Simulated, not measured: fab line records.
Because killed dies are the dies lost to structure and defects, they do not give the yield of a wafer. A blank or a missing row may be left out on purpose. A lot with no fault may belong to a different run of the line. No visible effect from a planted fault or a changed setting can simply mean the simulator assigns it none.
Which tool was responsible?    flow nand harc    36 wafers from 12 lots sampled at 6 of the route's 1302 steps

== WHAT THE GAUGES READ, wafer by wafer ==
NHARC_P_GATE_OVL_MEAS_27.
lot   measured      on          overlay x nm (nm)  overlay y nm (nm)
L885  day 6 01:05   overlay-02  0.4 -0.2 0.0       0.2 0.5 0.3
L887  day 6 19:53   overlay-02  -0.2 -0.1 -0.4     -0.7 -0.7 0.2
L888  day 7 01:19   overlay-01  -0.5 -0.4 -0.3     0.0 -0.1 -0.3
L890  day 7 17:34   overlay-02  1.0 0.6 0.9        0.4 0.2 0.6
L898  day 11 04:37  overlay-01  1.4 0.8 1.0        -1.0 -1.0 -0.4
L899  day 11 21:17  overlay-01  0.3 0.7 0.4        1.9 1.6 1.5
L900  day 12 06:41  overlay-02  -0.3 -0.1 -0.2     1.4 1.9 2.2
L901  day 12 08:52  overlay-02  1.5 1.1 1.3        0.0 -0.1 0.5
L902  day 12 21:59  overlay-01  0.2 -0.6 -0.5      -0.8 0.0 -0.1
L904  day 13 14:01  overlay-01  -0.9 -1.4 -0.7     0.2 0.5 0.1
L905  day 14 03:27  overlay-02  -0.3 -0.1 -0.5     0.1 0.5 0.2
L906  day 14 20:45  overlay-02  -1.3 -1.8 -1.3     0.9 0.8 0.4

NHARC_P_GATE_INSPECT_28.
lot   measured      on                 raw defect count
L885  day 6 01:08   defect inspect-01  8 4 6
L887  day 6 19:56   defect inspect-02  16 17 17
L888  day 7 01:20   defect inspect-01  12 15 18
L890  day 7 17:35   defect inspect-02  6 6 5
L898  day 11 04:39  defect inspect-02  9 1 7
L899  day 11 21:19  defect inspect-02  12 7 8
L900  day 12 06:43  defect inspect-01  7 8 13
L901  day 12 08:53  defect inspect-01  5 13 6
L902  day 12 22:02  defect inspect-01  2 7 5
L904  day 13 14:03  defect inspect-02  4 8 2
L905  day 14 03:29  defect inspect-01  4 8 5
L906  day 14 20:47  defect inspect-01  11 1 7

NHARC_END_SORT_01.
lot   measured      on         killed at array  killed at other  killed at periphery  killed dies  killed open  killed short
L887  day 27 06:40  prober-01  59 54 62         4 0 1            10 8 12              73 62 75     1 4 1        3 0 3
L888  day 26 19:24  prober-02  34 43 38         2 3 2            9 12 18              45 58 58     2 3 4        1 5 4

== EACH LOT AND THE TOOL THAT RAN IT (in order: tool; ch and the chambers of the sampled wafers; start) ==
lot   NHARC_P_ZERO_WELL_DESCUM_26         NHARC_P_STI_ETCH_15               NHARC_P_GATE_CVD_17
L885  rie diel-13 ch 0,2,3, day 2 21:16   rie si-03 ch 0,2,3, day 3 19:06   lpcvd poly-03 ch 0, day 5 20:32
L887  rie diel-13 ch 0,2,3, day 3 14:34   rie si-01 ch 0,1,3, day 4 12:30   lpcvd poly-03 ch 0, day 6 12:56
L888  rie diel-12 ch 0,1,3, day 4 00:47   rie si-03 ch 0,1,2, day 4 20:56   lpcvd poly-03 ch 0, day 6 17:09
L890  rie diel-02 ch 0,1,2, day 4 21:26   rie si-05 ch 2,3, day 5 17:42     lpcvd poly-04 ch 0, day 7 13:39
L898  rie diel-12 ch 0,1,3, day 8 05:08   rie si-05 ch 2,3, day 9 03:22     lpcvd poly-04 ch 0, day 10 20:38
L899  rie diel-13 ch 0,1,2, day 8 14:45   rie si-03 ch 0,2,3, day 9 15:39   lpcvd poly-01 ch 0, day 11 14:10
L900  rie diel-13 ch 0,1,3, day 9 00:52   rie si-03 ch 2,3, day 10 01:02    lpcvd poly-03 ch 0, day 11 23:30
L901  rie diel-12 ch 2,3, day 9 10:46     rie si-05 ch 1,3, day 10 06:43    lpcvd poly-04 ch 0, day 12 02:59
L902  rie diel-02 ch 1,2, day 9 20:50     rie si-01 ch 1,3, day 10 17:31    lpcvd poly-03 ch 0, day 12 18:05
L904  rie diel-13 ch 0,2,3, day 10 16:44  rie si-01 ch 0,1, day 11 12:31    lpcvd poly-04 ch 0, day 13 09:07
L905  rie diel-13 ch 0,2,3, day 11 02:29  rie si-05 ch 0,1,3, day 11 23:08  lpcvd poly-03 ch 0, day 13 21:29
L906  rie diel-13 ch 0,1,2, day 11 12:46  rie si-03 ch 0,1, day 12 09:04    lpcvd poly-01 ch 0, day 14 10:29
- NHARC_P_ZERO_WELL_DESCUM_26: chemistry O2, time 3 s.
- NHARC_P_STI_ETCH_15: etches the open film in HBr/Cl2, target depth 300 nm, time 100.1 s.
- NHARC_P_GATE_CVD_17: deposits poly-Si, target thk 150 nm, time 900 s.

== WHAT THE TOOLS THEMSELVES READ (means of the sampled wafers that have a number; where no wafer has one, the mark that the record gives instead) ==
NHARC_P_ZERO_WELL_DESCUM_26.
lot   tool         drypump motor current A (A)  oes product au (a.u.)  rf vpp V (V)  showerhead plenum p Torr (Torr)  throttle valve pct (%)
L885  rie diel-13  5.6                          1.002                  57.8          1.94                             11.311
L887  rie diel-13  5.6                          1.004                  57.7          1.94                             11.307
L888  rie diel-12  5.7                          0.993                  56.9          1.92                             11.312
L890  rie diel-02  5.8                          1.005                  57.0          1.83                             11.321
L898  rie diel-12  5.7                          0.986                  57.3          1.91                             11.311
L899  rie diel-13  5.9                          1.006                  57.5          1.86                             11.314
L900  rie diel-13  6.0                          1.005                  57.7          1.91                             11.306
L901  rie diel-12  5.5                          0.991                  58.1          1.92                             11.313
L902  rie diel-02  6.1                          0.993                  56.6          1.86                             11.314
L904  rie diel-13  5.6                          1.003                  57.7          1.92                             11.320
L905  rie diel-13  5.6                          1.004                  57.6          1.92                             11.313
L906  rie diel-13  5.9                          1.000                  56.4          1.85                             11.307

NHARC_P_STI_ETCH_15.
lot   tool       drypump motor current A (A)  mfc cl2 sccm (sccm)  oes product au (a.u.)  rf fwd power W (W)  throttle valve pct (%)
L885  rie si-03  5.5                          50.04                0.996                  398.1               26.414
L887  rie si-01  5.6                          49.99                0.993                  396.8               26.393
L888  rie si-03  5.4                          50.02                1.006                  397.2               26.403
L890  rie si-05  5.9                          50.09                1.012                  397.2               26.411
L898  rie si-05  5.9                          50.10                1.004                  395.2               26.400
L899  rie si-03  5.5                          49.94                1.015                  398.4               26.411
L900  rie si-03  5.3                          49.98                1.003                  399.2               26.404
L901  rie si-05  5.3                          49.93                1.024                  397.4               26.411
L902  rie si-01  5.1                          50.04                1.003                  395.1               26.405
L904  rie si-01  5.7                          50.07                0.996                  396.8               26.413
L905  rie si-05  5.7                          50.00                1.007                  397.0               26.403
L906  rie si-03  5.5                          50.01                0.992                  395.9               26.403

== THE ANSWER, worked out from the rows above alone ==
Rule: the lots themselves supply what counts as usual. The widest of any qualifying gaps counts: lots, ordered by their means at a reading, are off when they make up no more than a third of the lots, leave a main group of 4 or more, and stand apart from it by 3 or more times the standard deviation of that group's means. A main group is skipped when, at the precision printed for the reading in the tables above, its means are all equal. A lot without any number at a reading at which 4 lots or more have one is off too. The other lots that the step has rows for count as sound. After the gauges, taken in route order, come the tools' own readings; for these a lot's mean is taken, as printed above. At the first step where some lot is off, the reading lying furthest off is the one used; lots without a number count as furthest.
Off: L887, L888 (NHARC_P_GATE_INSPECT_28, raw defect count). For the main group the mean is 6.5 and the standard deviation 1.6.
A tool fits if, at a process step before that reading, it ran every lot that is off, and no sound lot after the first of them. The gauges at NHARC_P_GATE_INSPECT_28 are tried like those tools. Not one of the candidates tried fits.

== WHAT WAS PUT IN BY THE SIMULATOR ==
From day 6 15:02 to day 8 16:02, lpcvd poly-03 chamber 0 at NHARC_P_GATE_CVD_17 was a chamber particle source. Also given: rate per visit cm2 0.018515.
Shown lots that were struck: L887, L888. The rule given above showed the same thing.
